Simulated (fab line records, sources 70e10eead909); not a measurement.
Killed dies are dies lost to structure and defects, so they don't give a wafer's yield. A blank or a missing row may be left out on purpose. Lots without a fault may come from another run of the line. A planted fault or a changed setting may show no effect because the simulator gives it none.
Which tool did it? | flow nand_harc | 12 lots, 36 wafers sampled, at 1 step of a route of 1159

WHAT THE GAUGES READ, wafer by wafer
NHARC_A_START_INSPECT_01.
lot  | measured     | on                | raw_defect_count
L076 | day 6 19:19  | defect_inspect-01 | 2 4 7
L077 | day 7 16:43  | defect_inspect-01 | 3 1 1
L079 | day 7 22:05  | defect_inspect-02 | 5 5 2
L081 | day 8 07:14  | defect_inspect-01 | 1 0 2
L084 | day 8 17:39  | defect_inspect-01 | 5 4 4
L088 | day 9 21:08  | defect_inspect-01 | 2 3 8
L086 | day 10 07:46 | defect_inspect-02 | 1 1 5
L089 | day 10 15:23 | defect_inspect-01 | 2 2 4
L091 | day 10 17:34 | defect_inspect-02 | 1 1 4
L093 | day 11 07:58 | defect_inspect-02 | 1 4 2
L094 | day 11 11:36 | defect_inspect-01 | 5 2 9
L097 | day 12 14:41 | defect_inspect-02 | 4 2 2

WHICH TOOL RAN EACH LOT (tool, then ch and the chambers of the sampled wafers, then the start)
The record holds no process step before these readings.

THE ANSWER, worked out from the rows above alone
Rule: what is usual is taken from the lots themselves. Put in order of their means at a reading, lots are off if they are a third of the lots or fewer, leave a main group of 4 or more, and stand apart from it by a gap of 3 or more times the standard deviation of the main group's means; of several such gaps the widest counts. A main group whose means are all the same, to the digits that the tables above print for the reading, isn't used. A lot without any number at a reading at which 4 lots or more have one is off too. The other lots that the step has rows for count as sound.
No lot is off at any reading shown: from this, nothing can be told.

WHAT THE SIMULATOR HAD PUT IN
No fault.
